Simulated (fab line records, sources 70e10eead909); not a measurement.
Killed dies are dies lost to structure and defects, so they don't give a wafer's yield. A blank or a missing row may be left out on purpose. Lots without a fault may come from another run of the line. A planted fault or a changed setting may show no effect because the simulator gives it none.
Which tool did it? | flow nand_harc | 24 lots, 72 wafers sampled, at 6 steps of a route of 1159

WHAT THE GAUGES READ, wafer by wafer
NHARC_A_CONTACT_CD_MEAS_80. Usual: cd_nm 189.3 nm, standard deviation 0.87.
lot  | measured     | on        | cd_nm (nm)        | flag
L074 | day 16 04:43 | cd_sem-03 | 188.5 189.0 187.4 |
L075 | day 16 22:19 | cd_sem-02 | 189.7 189.7 189.8 |
L076 | day 17 05:04 | cd_sem-03 | 190.8 189.4 189.9 |
L077 | day 17 07:10 | cd_sem-03 | 188.5 189.5 188.2 |
L078 | day 17 11:52 | cd_sem-02 | 189.4 190.7 190.8 |
L082 | day 18 00:35 | cd_sem-02 | 190.0 188.9 189.0 |
L079 | day 18 08:06 | cd_sem-03 | 189.0 189.8 189.3 |
L080 | day 18 12:47 | cd_sem-03 | 190.8 189.2 190.3 |
L081 | day 18 19:11 | cd_sem-02 | 189.5 189.1 190.1 |
L085 | day 19 04:40 | cd_sem-01 | 190.7 190.0 190.7 |
L084 | day 19 07:20 | cd_sem-03 | 189.0 187.3 189.4 |
L087 | day 19 11:38 | cd_sem-01 | 189.2 189.3 187.9 |
L086 | day 19 11:56 | cd_sem-01 | 187.2 188.8 187.8 |
L083 | day 19 14:58 | cd_sem-01 | 187.2 188.0 186.8 |
L089 | day 20 03:02 | cd_sem-01 | 189.6 190.3 189.5 |
L088 | day 20 03:33 | cd_sem-03 | 189.4 189.3 190.0 |
L090 | day 20 20:32 | cd_sem-01 | 189.9 190.1 189.2 |
L092 | day 21 04:34 | cd_sem-03 | 188.8 188.4 189.5 |
L093 | day 21 06:30 | cd_sem-01 | 190.2 187.6 188.6 |
L094 | day 21 09:23 | cd_sem-01 | 189.3 189.0 188.7 |
L091 | day 21 13:14 | cd_sem-02 | 190.8 189.2 189.7 |
L096 | day 22 12:40 | cd_sem-03 | 189.3 188.7 188.5 |
L095 | day 22 15:23 | cd_sem-03 | 189.7 190.9 188.7 |
L097 | day 22 19:02 | cd_sem-02 | 189.6 189.6 189.5 |

NHARC_A_BLC_CD_MEAS_10: target cd 100 nm. Usual: cd_nm 99.9 nm, standard deviation 0.65.
lot  | measured     | on        | cd_nm (nm)        | flag
L074 | day 16 19:54 | cd_sem-02 | 99.9 98.9 98.5    |
L075 | day 17 11:26 | cd_sem-03 | 99.9 100.4 101.5  |
L076 | day 17 16:46 | cd_sem-03 | 101.1 100.0 99.9  |
L077 | day 17 18:29 | cd_sem-02 | 100.3 99.3 99.7   |
L078 | day 17 23:17 | cd_sem-01 | 100.7 100.4 99.7  |
L082 | day 18 16:07 | cd_sem-01 | 99.6 99.0 100.7   |
L079 | day 18 21:28 | cd_sem-03 | 98.6 100.2 99.9   |
L080 | day 18 23:25 | cd_sem-03 | 100.3 100.3 100.2 |
L081 | day 19 04:44 | cd_sem-02 | 99.3 100.3 100.0  |
L085 | day 19 15:54 | cd_sem-02 | 101.0 99.0 99.1   |
L084 | day 19 16:13 | cd_sem-03 | 98.2 100.5 99.0   |
L087 | day 19 20:21 | cd_sem-03 | 100.1 99.1 100.1  |
L086 | day 19 21:06 | cd_sem-01 | 100.1 100.1 99.9  |
L083 | day 20 00:01 | cd_sem-03 | 100.3 100.1 99.6  |
L089 | day 20 13:07 | cd_sem-03 | 99.4 100.1 99.6   |
L088 | day 20 13:50 | cd_sem-02 | 99.5 100.8 99.4   |
L090 | day 21 14:41 | cd_sem-03 | 99.9 101.0 98.7   |
L092 | day 21 16:26 | cd_sem-02 | 98.5 100.4 98.4   |
L093 | day 21 16:56 | cd_sem-01 | 98.9 100.4 98.6   |
L094 | day 21 18:26 | cd_sem-03 | 99.5 101.3 99.8   |
L091 | day 22 00:45 | cd_sem-01 | 99.7 100.2 100.2  |
L096 | day 22 22:00 | cd_sem-03 | 99.2 100.2 99.2   |
L095 | day 23 00:19 | cd_sem-03 | 100.4 101.6 100.0 |
L097 | day 23 09:45 | cd_sem-03 | 100.2 100.2 100.4 |

WHICH TOOL RAN EACH LOT (tool, then ch and the chambers of the sampled wafers, then the start)
lot  | NHARC_A_CONTACT_ETCH_124             | NHARC_A_CONTACT_ETCH_125             | NHARC_A_CONTACT_ETCH_130             | NHARC_A_CONTACT_ETCH_131
L074 | har_cap_etch-01 ch 0, day 16 02:38   | har_cap_etch-01 ch 0, day 16 02:49   | har_cap_etch-01 ch 0, day 16 03:32   | har_cap_etch-01 ch 0, day 16 03:40
L075 | har_cap_etch-01 ch 0,1, day 16 20:06 | har_cap_etch-01 ch 0,1, day 16 20:18 | har_cap_etch-01 ch 0,1, day 16 21:01 | har_cap_etch-01 ch 0,1, day 16 21:09
L076 | har_cap_etch-03 ch 0,1, day 17 02:52 | har_cap_etch-03 ch 0,1, day 17 03:04 | har_cap_etch-03 ch 0,1, day 17 03:46 | har_cap_etch-03 ch 0,1, day 17 03:54
L077 | har_cap_etch-02 ch 0,1, day 17 04:30 | har_cap_etch-02 ch 0,1, day 17 04:46 | har_cap_etch-02 ch 0,1, day 17 05:43 | har_cap_etch-02 ch 0,1, day 17 05:54
L078 | har_cap_etch-01 ch 0,1, day 17 09:40 | har_cap_etch-01 ch 0,1, day 17 09:52 | har_cap_etch-01 ch 0,1, day 17 10:34 | har_cap_etch-01 ch 0,1, day 17 10:42
L082 | har_cap_etch-01 ch 0,1, day 17 22:28 | har_cap_etch-01 ch 0,1, day 17 22:40 | har_cap_etch-01 ch 0,1, day 17 23:23 | har_cap_etch-01 ch 0,1, day 17 23:31
L079 | har_cap_etch-02 ch 0,1, day 18 06:02 | har_cap_etch-02 ch 0,1, day 18 06:13 | har_cap_etch-02 ch 0,1, day 18 06:56 | har_cap_etch-02 ch 0,1, day 18 07:05
L080 | har_cap_etch-02 ch 0, day 18 10:39   | har_cap_etch-02 ch 0, day 18 10:51   | har_cap_etch-02 ch 0, day 18 11:34   | har_cap_etch-02 ch 0, day 18 11:42
L081 | har_cap_etch-03 ch 0,1, day 18 17:02 | har_cap_etch-03 ch 0,1, day 18 17:14 | har_cap_etch-03 ch 0,1, day 18 17:56 | har_cap_etch-03 ch 0,1, day 18 18:05
L085 | har_cap_etch-01 ch 0,1, day 19 02:34 | har_cap_etch-01 ch 0,1, day 19 02:46 | har_cap_etch-01 ch 0,1, day 19 03:28 | har_cap_etch-01 ch 0,1, day 19 03:36
L084 | har_cap_etch-02 ch 0,1, day 19 05:16 | har_cap_etch-02 ch 0,1, day 19 05:27 | har_cap_etch-02 ch 0,1, day 19 06:10 | har_cap_etch-02 ch 0,1, day 19 06:18
L087 | har_cap_etch-01 ch 0,1, day 19 09:34 | har_cap_etch-01 ch 0,1, day 19 09:45 | har_cap_etch-01 ch 0,1, day 19 10:28 | har_cap_etch-01 ch 0,1, day 19 10:36
L086 | har_cap_etch-02 ch 0,1, day 19 09:48 | har_cap_etch-02 ch 0,1, day 19 10:00 | har_cap_etch-02 ch 0,1, day 19 10:43 | har_cap_etch-02 ch 0,1, day 19 10:52
L083 | har_cap_etch-02 ch 0,1, day 19 12:55 | har_cap_etch-02 ch 0,1, day 19 13:05 | har_cap_etch-02 ch 0,1, day 19 13:48 | har_cap_etch-02 ch 0,1, day 19 13:56
L089 | har_cap_etch-02 ch 0,1, day 20 00:56 | har_cap_etch-02 ch 0,1, day 20 01:07 | har_cap_etch-02 ch 0,1, day 20 01:49 | har_cap_etch-02 ch 0,1, day 20 01:58
L088 | har_cap_etch-03 ch 0,1, day 20 01:26 | har_cap_etch-03 ch 0,1, day 20 01:38 | har_cap_etch-03 ch 0,1, day 20 02:20 | har_cap_etch-03 ch 0,1, day 20 02:28
L090 | har_cap_etch-02 ch 0,1, day 20 18:26 | har_cap_etch-02 ch 0,1, day 20 18:37 | har_cap_etch-02 ch 0,1, day 20 19:20 | har_cap_etch-02 ch 0,1, day 20 19:28
L092 | har_cap_etch-03 ch 0,1, day 21 02:30 | har_cap_etch-03 ch 0,1, day 21 02:41 | har_cap_etch-03 ch 0,1, day 21 03:23 | har_cap_etch-03 ch 0,1, day 21 03:32
L093 | har_cap_etch-02 ch 0,1, day 21 04:23 | har_cap_etch-02 ch 0,1, day 21 04:35 | har_cap_etch-02 ch 0,1, day 21 05:17 | har_cap_etch-02 ch 0,1, day 21 05:26
L094 | har_cap_etch-01 ch 0,1, day 21 07:16 | har_cap_etch-01 ch 0,1, day 21 07:28 | har_cap_etch-01 ch 0,1, day 21 08:10 | har_cap_etch-01 ch 0,1, day 21 08:19
L091 | har_cap_etch-03 ch 1, day 21 11:05   | har_cap_etch-03 ch 1, day 21 11:17   | har_cap_etch-03 ch 1, day 21 11:59   | har_cap_etch-03 ch 1, day 21 12:08
L096 | har_cap_etch-01 ch 0,1, day 22 10:26 | har_cap_etch-01 ch 0,1, day 22 10:38 | har_cap_etch-01 ch 0,1, day 22 11:20 | har_cap_etch-01 ch 0,1, day 22 11:29
L095 | har_cap_etch-01 ch 0,1, day 22 13:20 | har_cap_etch-01 ch 0,1, day 22 13:31 | har_cap_etch-01 ch 0,1, day 22 14:13 | har_cap_etch-01 ch 0,1, day 22 14:22
L097 | har_cap_etch-03 ch 0,1, day 22 16:46 | har_cap_etch-03 ch 0,1, day 22 16:58 | har_cap_etch-03 ch 0,1, day 22 17:40 | har_cap_etch-03 ch 0,1, day 22 17:49
- NHARC_A_CONTACT_ETCH_124: etches the open film in C4F8/O2/Ar, time 140 s, target depth 700 nm.
- NHARC_A_CONTACT_ETCH_125: etches the open film in C4F8/O2/Ar, time 155 s, target depth 956 nm.
- NHARC_A_CONTACT_ETCH_130: etches the open film in C4F8/O2/Ar, time 155 s, target depth 956 nm.
- NHARC_A_CONTACT_ETCH_131: etches the open film in C4F8/O2/Ar, time 155 s, target depth 956 nm.

WHAT THE TOOLS THEMSELVES READ (means of the sampled wafers that have a number; where no wafer has one, the mark that the record gives instead)
The record holds no such reading with a usual standard deviation.

THE ANSWER, worked out from the rows above alone
Rule: a lot is off if the mean of its wafers that have a number lies more than 3 standard deviations from the usual mean. A lot without any number at a reading at which 4 lots or more have one is off too. The other lots that the step has rows for count as sound. The gauges are gone through in route order, then the tools' own readings, and for those a lot's mean is taken as printed above. The first step at which some lot is off is used, and at that step the reading that is off furthest; a lot without a number counts as furthest.
No lot is off at any reading shown: from this, nothing can be told.

WHAT THE SIMULATOR HAD PUT IN
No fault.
